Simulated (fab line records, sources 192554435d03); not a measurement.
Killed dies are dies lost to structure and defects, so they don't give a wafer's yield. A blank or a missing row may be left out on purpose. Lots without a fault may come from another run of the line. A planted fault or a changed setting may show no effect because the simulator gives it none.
A struck lot beside a sound one | flow n5_finfet | 36 steps out of a route of 1938
Sound: wafers L762.2, L762.3, L762.4. Struck: wafer L769.2. (L769.1, L769.5 of the same lot were not struck and are left out.) The cause comes at the end.
At each step with rows: each side's tool, then ch and its chambers, then its first start. Under that, the readings that differ: sound wafers | struck wafers | difference of the means | sigmas: that difference in standard deviations of wafers without a fault.
alike: readings whose means differ by less than 2 such deviations, and words and numbers that are the same on both sides. not compared: withheld readings, readings that some wafer has no value for, bounds like >300 that may hide the same value, and numbers for which the record gives no deviation and whose values overlap.
The two part at a step that has a row with sigmas, a row that says differs or no value, or rows on one side only. Numbers that don't overlap but have no deviation are shown without sigmas and don't part them. A reading that every wafer of one side lacks parts them only if that side has two wafers or more.

first, 8 steps without rows for these wafers: N5_BEOL_M6_ECD_50 (material Cu, target thk 300 nm); N5_BEOL_M6_ANNEAL_51 (time 90 s); N5_BEOL_M6_CMP_52 (polishes, stops on SiCOH lowk, t overpolish 6.9 s, target thk 80 nm); N5_BEOL_M6_PRE_CLEAN_55 (time 15 s); N5_BEOL_M6_DEP_56 (deposits SiCN from 3MS/NH3, target thk 10 nm, time 17.5 s); N5_BEOL_M7_ILD_DEP_00 (deposits SiCOH lowk from DEMS/porogen, target thk 179.75 nm, time 33.4 s); N5_BEOL_M7_CURE_74 (cures SiCOH lowk, time 240 s); N5_BEOL_M7_PECVD_70 (deposits SiO2 from TEOS/O2, target thk 20 nm, time 22.7 s).
N5_BEOL_M7_HM_DEP_02: deposits TiN, target thk 20 nm.
  sound on pvd_sputter-03, day 12 03:14; struck on pvd_sputter-03, day 13 21:01
  alike: throttle_valve_pct
then, 8 steps without rows for these wafers: N5_BEOL_M7_COAT_59 (time 60 s, resist thk 100 nm); N5_BEOL_M7_COAT_60 (time 60 s, resist thk 35 nm); N5_BEOL_M7_COAT_05 (resist thk 90 nm); N5_BEOL_M7_EBR_07; N5_BEOL_M7_SOFTBAKE_06 (time 60 s); N5_BEOL_M7_EXPOSE_08 (exposes mask M7); N5_BEOL_M7_PEB_09 (peb time 60 s); N5_BEOL_M7_DEVELOP_10 (develop time 30 s).
N5_BEOL_M7_INSPECT_13: inspects for defects (brightfield).
  sound on defect_inspect-02, day 12 03:47; struck on defect_inspect-01, day 13 21:34
  reading          | sound       | struck | difference | sigmas
  raw_defect_count | 464 423 350 | 1355   | +943       | +8
then, 16 steps without rows for these wafers: N5_BEOL_M7_DESCUM_16 (chemistry O2, time 7.9 s); N5_BEOL_M7_ETCH_61 (etches SiARC in CF4, target depth 45.5 nm, time 75.8 s); N5_BEOL_M7_ETCH_62 (etches SOC in N2/H2, target depth 110 nm, overetch 22 nm, time 165 s); N5_BEOL_M7_STRIP_68 (strips in N2/H2); N5_BEOL_M7_STRIP_67 (strips in CF4); N5_BEOL_M7_HM_OPEN_17 (chemistry Cl2/BCl3, target TiN, target depth 20 nm, overetch 6 nm); N5_BEOL_M7_STRIP_19 (strips in O2); N5_BEOL_M7_COAT_63 (time 60 s, resist thk 60 nm); N5_BEOL_M7_COAT_64 (time 60 s, resist thk 12 nm); N5_BEOL_M7_COAT_71 (time 60 s, resist thk 5 nm); N5_BEOL_M7_COAT_22 (resist thk 30 nm); N5_BEOL_M7_EBR_24; N5_BEOL_M7_SOFTBAKE_23 (time 60 s); N5_BEOL_M7_EXPOSE_25 (exposes mask V6, target cd 40 nm); N5_BEOL_M7_PEB_26 (peb time 60 s); N5_BEOL_M7_DEVELOP_27 (develop time 30 s).
N5_BEOL_M7_INSPECT_30: inspects for defects (brightfield).
  sound on defect_inspect-02, day 12 05:47; struck on defect_inspect-02, day 13 23:07
  reading          | sound       | struck | difference | sigmas
  raw_defect_count | 448 416 357 | 1338   | +931       | +8
-- the record jumps here: 3 days lie between the struck wafers' starts before and after (it left off in module BEOL_M7 and takes up again in module PASSIVATION, whose first step shown is number 1936 of the route) --
N5_PASSIVATION_PROBE_49:
  the record has rows for the struck wafers here (prober-01, day 17 10:11) and none for the sound ones

WHERE THEY PART
First at N5_BEOL_M7_INSPECT_13; last, within this record, at N5_PASSIVATION_PROBE_49.

WHY: what the simulator had put in
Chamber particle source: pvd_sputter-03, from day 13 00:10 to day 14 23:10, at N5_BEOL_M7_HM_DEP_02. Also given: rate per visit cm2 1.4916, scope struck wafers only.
